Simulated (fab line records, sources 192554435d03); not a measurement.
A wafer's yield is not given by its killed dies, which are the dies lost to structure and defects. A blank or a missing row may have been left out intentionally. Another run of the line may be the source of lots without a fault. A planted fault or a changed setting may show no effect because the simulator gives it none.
Which of the tools did it? | flow n5-finfet | 36 wafers from 12 lots sampled at 4 of the route's 1938 steps

WHAT THE GAUGES SHOWED, per wafer
N5_BEOL_M1_CD_MEAS_18: pitch 36 nm, target cd 18 nm.
lot  | measured     | on        | cd-nm (nm)
L075 | day 6 11:31  | cd-sem-03 | 17.8 17.6 17.4
L077 | day 6 21:50  | cd-sem-03 | 18.2 18.1 18.8
L079 | day 7 13:56  | cd-sem-02 | 18.4 18.2 17.9
L081 | day 7 20:12  | cd-sem-01 | 17.9 18.2 18.4
L084 | day 8 12:08  | cd-sem-02 | 18.6 18.2 18.1
L085 | day 8 21:32  | cd-sem-02 | 18.5 17.9 18.3
L087 | day 9 07:07  | cd-sem-02 | 18.9 18.1 18.0
L089 | day 9 20:05  | cd-sem-03 | 17.6 18.4 18.0
L091 | day 10 08:01 | cd-sem-01 | 18.0 18.2 18.4
L093 | day 10 23:13 | cd-sem-01 | 17.3 18.0 18.3
L095 | day 11 09:21 | cd-sem-03 | 17.9 18.1 18.3
L097 | day 11 23:17 | cd-sem-01 | 18.2 18.4 18.4

WHAT TOOL EACH LOT RAN ON (gives the tool, then ch and the chambers of the sampled wafers, and finally the start)
lot  | N5_BEOL_M0_SPUTTER_132       | N5_BEOL_M1_HM_DEP_02         | N5_BEOL_M1_DESCUM_16
L075 | pvd-sputter-03, day 6 08:28  | pvd-sputter-01, day 6 10:34  | rie-diel-04 ch 1,2, day 6 11:05
L077 | pvd-sputter-02, day 6 16:55  | pvd-sputter-01, day 6 20:46  | rie-diel-03 ch 0,1, day 6 21:25
L079 | pvd-sputter-01, day 7 10:33  | pvd-sputter-03, day 7 12:59  | rie-diel-04 ch 0,2,3, day 7 13:31
L081 | pvd-sputter-01, day 7 16:23  | pvd-sputter-01, day 7 19:12  | rie-diel-05 ch 0,1,3, day 7 19:46
L084 | pvd-sputter-01, day 8 06:31  | pvd-sputter-02, day 8 10:59  | rie-diel-04 ch 0,1,3, day 8 11:38
L085 | pvd-sputter-01, day 8 17:04  | pvd-sputter-02, day 8 20:30  | rie-diel-05 ch 2,3, day 8 21:05
L087 | pvd-sputter-03, day 9 02:48  | pvd-sputter-03, day 9 06:11  | rie-diel-03 ch 0,1,3, day 9 06:42
L089 | pvd-sputter-03, day 9 16:19  | pvd-sputter-03, day 9 18:59  | rie-diel-04 ch 0,1,2, day 9 19:39
L091 | pvd-sputter-01, day 10 03:05 | pvd-sputter-02, day 10 07:02 | rie-diel-03 ch 0,1,2, day 10 07:35
L093 | pvd-sputter-01, day 10 17:28 | pvd-sputter-01, day 10 21:46 | rie-diel-04 ch 0,2, day 10 22:37
L095 | pvd-sputter-02, day 11 06:02 | pvd-sputter-03, day 11 08:13 | rie-diel-05 ch 0,1,2, day 11 08:55
L097 | pvd-sputter-02, day 11 19:06 | pvd-sputter-03, day 11 22:17 | rie-diel-04 ch 1,2,3, day 11 22:49
- N5_BEOL_M0_SPUTTER_132: material Cu, target thk 4 nm, time 7.37 s.
- N5_BEOL_M1_HM_DEP_02: deposits TiN, target thk 20 nm.
- N5_BEOL_M1_DESCUM_16: chemistry O2, time 7 s.

THE ANSWER, worked out from the rows above alone
Rule: usual is defined by the lots themselves. The widest of any qualifying gaps counts: lots, ordered by their means at a reading, are off when they make up no more than a third of the lots, leave a main group of 4 or more, and stand apart from it by 3 or more times the standard deviation of that group's means. If all means in a main group match to the digits the tables above print for the reading, that group is not used. A lot without any number at a reading at which 4 lots or more have one is off too. The other lots that the step has rows for count as sound.
Nothing can be told from this: no lot is off at any reading shown.

WHAT HAD BEEN PUT IN BY THE SIMULATOR
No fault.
